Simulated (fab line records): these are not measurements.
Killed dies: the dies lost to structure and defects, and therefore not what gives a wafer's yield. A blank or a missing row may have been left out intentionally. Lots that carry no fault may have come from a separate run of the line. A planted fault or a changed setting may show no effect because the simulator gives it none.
Which of the tools did it? + flow nandHarc + 12 lots, 36 wafers sampled, at 5 steps of a route of 1302

== WHAT THE GAUGES SHOWED, per wafer ==
NHARC_P_BONDPAD_INSPECT_23.
| lot  | measured     | on               | rawDefectCount |
|------|--------------|------------------|----------------|
| L672 | day 6 17:13  | defectInspect-02 | 123 240 160    |
| L673 | day 7 00:46  | defectInspect-01 | 183 350 281    |
| L674 | day 7 17:34  | defectInspect-02 | 263 283 334    |
| L675 | day 7 21:56  | defectInspect-01 | 184 211 182    |
| L677 | day 8 14:57  | defectInspect-02 | 442 434 273    |
| L678 | day 9 00:25  | defectInspect-01 | 354 550 388    |
| L680 | day 10 01:35 | defectInspect-02 | 328 382 360    |
| L681 | day 10 16:23 | defectInspect-01 | 534 331 444    |
| L688 | day 13 07:15 | defectInspect-02 | 493 476 724    |
| L691 | day 14 20:35 | defectInspect-02 | 287 339 265    |
| L694 | day 15 23:35 | defectInspect-01 | 309 446 457    |
| L695 | day 16 03:26 | defectInspect-01 | 520 289 304    |

NHARC_END_SORT_01.
| lot  | measured     | on        | defectLimitedYield (%) | killedAtArray | killedAtOther | killedAtPeriphery | killedDies | killedOpen | killedShort | sort_bin_2_pct (%) | sort_bin_3_pct (%) | sort_bin_4_pct (%) | sortNPass   | sortRimYieldPct (%) | sortYieldPct (%) |
|------|--------------|-----------|------------------------|---------------|---------------|-------------------|------------|------------|-------------|--------------------|--------------------|--------------------|-------------|---------------------|------------------|
| L677 | day 26 03:20 | prober-01 | 87 87 86               | 87 87 93      | 0 0 0         | 2 1 4             | 89 88 97   | 2 1 5      | 3 3 3       | 5.6 5.5 5.8        | 0.9 0.3 1.2        | 6.6 7.2 7.4        | 588 589 580 | 97 94 87            | 87 87 86         |
| L691 | day 32 21:08 | prober-01 | 89 89 88               | 67 70 74      | 0 1 0         | 6 4 6             | 73 75 80   | 7 1 6      | 4 3 2       | 4.4 3.7 3.8        | 0.7 0.1 1.0        | 5.6 7.2 6.9        | 604 602 597 | 82 92 92            | 89 89 88         |

== EACH LOT AND THE TOOL THAT RAN IT (in order: tool; ch and the chambers of the sampled wafers; start) ==
| lot  | NHARC_P_BONDPAD_PVD_17      | NHARC_P_BONDPAD_PVD_27                 | NHARC_P_BONDPAD_ACTIVATE_29       |
|------|-----------------------------|----------------------------------------|-----------------------------------|
| L672 | pvdSputter-03, day 6 15:37  | pvdSputter-03, day 6 17:13 or earlier  | rieDiel-11 ch 2,3, day 6 17:16    |
| L673 | pvdSputter-03, day 6 23:08  | pvdSputter-03, day 7 00:46 or earlier  | rieDiel-04 ch 0,3, day 7 00:49    |
| L674 | pvdSputter-02, day 7 16:05  | pvdSputter-02, day 7 17:34 or earlier  | rieDiel-11 ch 0,1,3, day 7 17:38  |
| L675 | pvdSputter-01, day 7 20:16  | pvdSputter-01, day 7 21:56 or earlier  | rieDiel-12 ch 0,1, day 7 22:00    |
| L677 | pvdSputter-01, day 8 13:28  | pvdSputter-01, day 8 14:57 or earlier  | rieDiel-12 ch 0,3, day 8 15:02    |
| L678 | pvdSputter-01, day 8 22:54  | pvdSputter-01, day 9 00:25 or earlier  | rieDiel-12 ch 0,1,3, day 9 00:28  |
| L680 | pvdSputter-03, day 10 00:05 | pvdSputter-03, day 10 01:35 or earlier | rieDiel-12 ch 0,2, day 10 01:40   |
| L681 | pvdSputter-02, day 10 14:51 | pvdSputter-02, day 10 16:23 or earlier | rieDiel-11 ch 0,1, day 10 16:27   |
| L688 | pvdSputter-01, day 13 05:43 | pvdSputter-01, day 13 07:15 or earlier | rieDiel-11 ch 0,1,3, day 13 07:20 |
| L691 | pvdSputter-01, day 14 19:08 | pvdSputter-01, day 14 20:35 or earlier | rieDiel-11 ch 0,1, day 14 20:40   |
| L694 | pvdSputter-02, day 15 22:06 | pvdSputter-02, day 15 23:35 or earlier | rieDiel-12 ch 0,1,2, day 15 23:40 |
| L695 | pvdSputter-02, day 16 01:56 | pvdSputter-02, day 16 03:26 or earlier | rieDiel-12 ch 0,1,2, day 16 03:30 |
- NHARC_P_BONDPAD_PVD_17: deposits TaN, target thk 5 nm, time 8.06 s.
- NHARC_P_BONDPAD_PVD_27: deposits Cu, target thk 30 nm, time 20.49 s.
- NHARC_P_BONDPAD_ACTIVATE_29: chemistry N2, time 60 s.

== AS READ BY THE TOOLS THEMSELVES (means over the sampled wafers that have a number; for cases with no such wafer, the mark the record gives instead) ==
NHARC_P_BONDPAD_PVD_17.
| lot  | tool          | cathodeDcPowerW (W) | throttleValvePct (%) |
|------|---------------|---------------------|----------------------|
| L672 | pvdSputter-03 | 15000               | 29.3                 |
| L673 | pvdSputter-03 | 14999               | 28.2                 |
| L674 | pvdSputter-02 | 14999               | 29.0                 |
| L675 | pvdSputter-01 | 15002               | 31.0                 |
| L677 | pvdSputter-01 | 15002               | 30.4                 |
| L678 | pvdSputter-01 | 15000               | 30.9                 |
| L680 | pvdSputter-03 | 15000               | 28.3                 |
| L681 | pvdSputter-02 | 15001               | 29.1                 |
| L688 | pvdSputter-01 | 14233               | 30.2                 |
| L691 | pvdSputter-01 | 14237               | 30.7                 |
| L694 | pvdSputter-02 | 15000               | 29.2                 |
| L695 | pvdSputter-02 | 15000               | 28.4                 |

NHARC_P_BONDPAD_PVD_27.
| lot  | tool          | cathodeDcPowerW (W) | throttleValvePct (%) |
|------|---------------|---------------------|----------------------|
| L672 | pvdSputter-03 | 4999.6              | 29.8                 |
| L673 | pvdSputter-03 | 5000.0              | 29.6                 |
| L674 | pvdSputter-02 | 4999.9              | 28.7                 |
| L675 | pvdSputter-01 | 4998.8              | 30.7                 |
| L677 | pvdSputter-01 | 4999.8              | 30.0                 |
| L678 | pvdSputter-01 | 4999.2              | 30.7                 |
| L680 | pvdSputter-03 | 5001.0              | 29.1                 |
| L681 | pvdSputter-02 | 4999.8              | 29.6                 |
| L688 | pvdSputter-01 | 4999.6              | 31.4                 |
| L691 | pvdSputter-01 | 5000.6              | 30.1                 |
| L694 | pvdSputter-02 | 4999.2              | 29.2                 |
| L695 | pvdSputter-02 | 5000.7              | 30.0                 |

NHARC_P_BONDPAD_ACTIVATE_29.
| lot  | tool       | drypumpMotorCurrentA (A) | oesProductAu (a.u.) | rfVppV (V) | showerheadPlenumPTorr (Torr) |
|------|------------|--------------------------|---------------------|------------|------------------------------|
| L672 | rieDiel-11 | 5.9                      | 1.006               | 64.8       | 1.86                         |
| L673 | rieDiel-04 | 5.7                      | 1.002               | 64.2       | 1.78                         |
| L674 | rieDiel-11 | 6.2                      | 1.001               | 64.4       | 1.82                         |
| L675 | rieDiel-12 | 5.1                      | 1.001               | 64.1       | 1.82                         |
| L677 | rieDiel-12 | 5.4                      | 1.014               | 65.3       | 1.74                         |
| L678 | rieDiel-12 | 5.3                      | 1.005               | 63.5       | 1.78                         |
| L680 | rieDiel-12 | 5.9                      | 1.011               | 63.1       | 1.74                         |
| L681 | rieDiel-11 | 6.5                      | 1.001               | 64.7       | 1.84                         |
| L688 | rieDiel-11 | 6.2                      | 1.011               | 64.4       | 1.82                         |
| L691 | rieDiel-11 | 6.2                      | 1.018               | 64.5       | 1.83                         |
| L694 | rieDiel-12 | 5.5                      | 0.999               | 64.0       | 1.78                         |
| L695 | rieDiel-12 | 5.5                      | 1.000               | 64.3       | 1.78                         |

== THE ANSWER, worked out from the rows above alone ==
Rule: the lots themselves supply what counts as usual. The widest of any qualifying gaps counts: lots, ordered by their means at a reading, are off when they make up no more than a third of the lots, leave a main group of 4 or more, and stand apart from it by 3 or more times the standard deviation of that group's means. A main group is skipped when, at the precision printed for the reading in the tables above, its means are all equal. Also off: a lot with no number at a reading for which 4 or more lots have one. The other lots that the step has rows for count as sound. The gauges are gone through in route order, then the tools' own readings, and for those a lot's mean is taken as printed above. The first step at which some lot is off is used, and at that step the reading that is off furthest; a lot without a number counts as furthest.
Off at NHARC_P_BONDPAD_PVD_17 (cathodeDcPowerW): L688, L691. Main group: mean 15000 W, sd 1.
If a tool, at that step or one of the process steps before it, ran each lot that is off and ran no sound lot following the first of them, it fits. One candidate fits, namely pvdSputter-01 at NHARC_P_BONDPAD_PVD_17. Its last sound lot is L678 (day 8 22:54), its first lot that is off L688 (day 13 05:43): a fault that began between those two fits.
The tool's own readings at NHARC_P_BONDPAD_PVD_17 bear it out: on the lots that are off they differ by more than 5 times the standard deviation of the sound lots' means. cathodeDcPowerW reads 14235 W there against 15000 W on the sound lots.

== WHAT THE SIMULATOR PUT IN ==
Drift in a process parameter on pvdSputter-01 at NHARC_P_BONDPAD_PVD_17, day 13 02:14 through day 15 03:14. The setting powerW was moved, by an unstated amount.
Shown lots that were struck: L688, L691. The rule above found the same.
